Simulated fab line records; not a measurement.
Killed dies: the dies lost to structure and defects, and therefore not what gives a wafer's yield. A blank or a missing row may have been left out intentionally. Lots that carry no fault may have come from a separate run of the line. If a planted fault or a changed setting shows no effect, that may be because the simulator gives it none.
Comparing a struck lot with a sound one :: flow n5 finfet :: 38 out of 1938 route steps
Sound: the wafers L271.2, L271.3, L271.5. Struck: wafer L272.2. (L272.3, L272.4 of the same lot were not struck and are left out.) The cause comes at the end.
Per side, at each step with rows, come the tool, then ch with its chambers, and then its first start. Under that, the readings that differ: sound wafers :: struck wafers :: difference of the means :: sigmas: that difference in standard deviations of wafers without a fault.
alike: a reading whose means differ by less than 2 such deviations, as well as words and numbers matching on both sides. not compared: withheld readings; readings where some wafer has no value; bounds like >300 that might hide an equal value; numbers whose values overlap and for which the record gives no deviation.
The two part at a step that has a row with sigmas, a row that says differs or no value, or rows on one side only. Numbers that don't overlap but have no deviation are shown without sigmas and don't part them. Lack of a reading on every wafer of one side parts them only where that side has two or more wafers.

first, 10 steps without rows for these wafers: N5_PASSIVATION_DESCUM_12 (chemistry O2, time 7.9 s); N5_PASSIVATION_PASS_ETCH_74 (etches SiNx in CF4/O2, target depth 220 nm, time 110 s); N5_PASSIVATION_VIA_ETCH_13 (etches SiO2 in CHF3/O2, target depth 660 nm, time 330 s); N5_PASSIVATION_STRIP_14 (strips in O2); N5_PASSIVATION_ETCH_15 (etches SiCN in CF4/N2, target depth 75 nm, time 81.2 s); N5_PASSIVATION_STRIP_73 (strips in post etch residue remover, time 60 s); N5_PASSIVATION_SRD_17 (time 30 s, dry time 30 s); N5_PASSIVATION_DEGAS_18 (time 60 s); N5_PASSIVATION_PRE_CLEAN_19; N5_PASSIVATION_SPUTTER_20 (material TaN, target thk 50 nm).
N5_PASSIVATION_AL_DEP_21: deposits Al, target thk 2800 nm, time 170 s.
  sound: pvd sputter-01 at day 12 13:44; struck: pvd sputter-01 at day 12 16:58
reading: model.Al_of_PASSIVATION_AL_DEP_21.thk nm (nm)
sound: 2795 2810 2798
struck: 2870
difference: +69
sigmas: 
  alike: throttle valve pct
then, 25 steps without rows for these wafers: N5_PASSIVATION_HMDS_23 (time 60 s); N5_PASSIVATION_COAT_24; N5_PASSIVATION_EBR_26; N5_PASSIVATION_SOFTBAKE_25 (time 90 s); N5_PASSIVATION_EXPOSE_27 (exposes mask PAD, defocus 0 nm); N5_PASSIVATION_PEB_28; N5_PASSIVATION_DEVELOP_29 (develop time 60 s); N5_PASSIVATION_HARDBAKE_31 (time 120 s); N5_PASSIVATION_DESCUM_32 (chemistry O2, time 7.9 s); N5_PASSIVATION_AL_ETCH_33 (etches Al in Cl2/BCl3, stops on TaN, target depth 2800 nm, time 466.7 s); N5_PASSIVATION_ETCH_59 (etches TaN in Cl2/BCl3, target depth 65 nm, time 34.9 s); N5_PASSIVATION_STRIP_34 (strips in O2); N5_PASSIVATION_STRIP_51 (strips in post etch residue remover, time 1200 s); N5_PASSIVATION_CLEAN_69 (cleans in IPA, time 180 s); N5_PASSIVATION_SRD_70 (time 30 s); N5_PASSIVATION_PECVD_53 (deposits SiO2 from TEOS/O2, target thk 800 nm, time 169.4 s); N5_PASSIVATION_PECVD_35 (deposits SiNx from SiH4/NH3/N2, target thk 700 nm, time 151.3 s); N5_PASSIVATION_HMDS_37 (time 60 s); N5_PASSIVATION_COAT_38; N5_PASSIVATION_EBR_40; N5_PASSIVATION_SOFTBAKE_39 (time 120 s); N5_PASSIVATION_EXPOSE_41 (exposes mask PASS OPEN, defocus 0 nm, target cd 40000 nm); N5_PASSIVATION_PEB_42; N5_PASSIVATION_DEVELOP_43 (develop time 60 s); N5_PASSIVATION_HARDBAKE_45 (time 120 s).
N5_PASSIVATION_STRIP_52: strips in post etch residue remover, time 1200 s.
  sound on wet bench-03 ch 2,3,6, day 12 16:55; struck on wet bench-03 ch 0, day 12 20:16
reading: model.Al_of_PASSIVATION_AL_DEP_21.thk nm (nm)
sound: 2779 2794 2782
struck: 2855
difference: +70
sigmas: 
N5_PASSIVATION_PROBE_49:
  sound: prober-01 at day 12 19:38; struck: prober-01 at day 12 22:44
  alike: defect limited yield, killed_at_M0_to_M3, killed_at_M4_up, killed at contacts, killed at front end, killed at other, killed dies, killed open, killed short, sort_bin_5_function, sort_bin_6_memory, sort n pass, sort yield pct

== WHERE THEY PART ==
Nowhere in this record.

WHY: what had been put in by the simulator
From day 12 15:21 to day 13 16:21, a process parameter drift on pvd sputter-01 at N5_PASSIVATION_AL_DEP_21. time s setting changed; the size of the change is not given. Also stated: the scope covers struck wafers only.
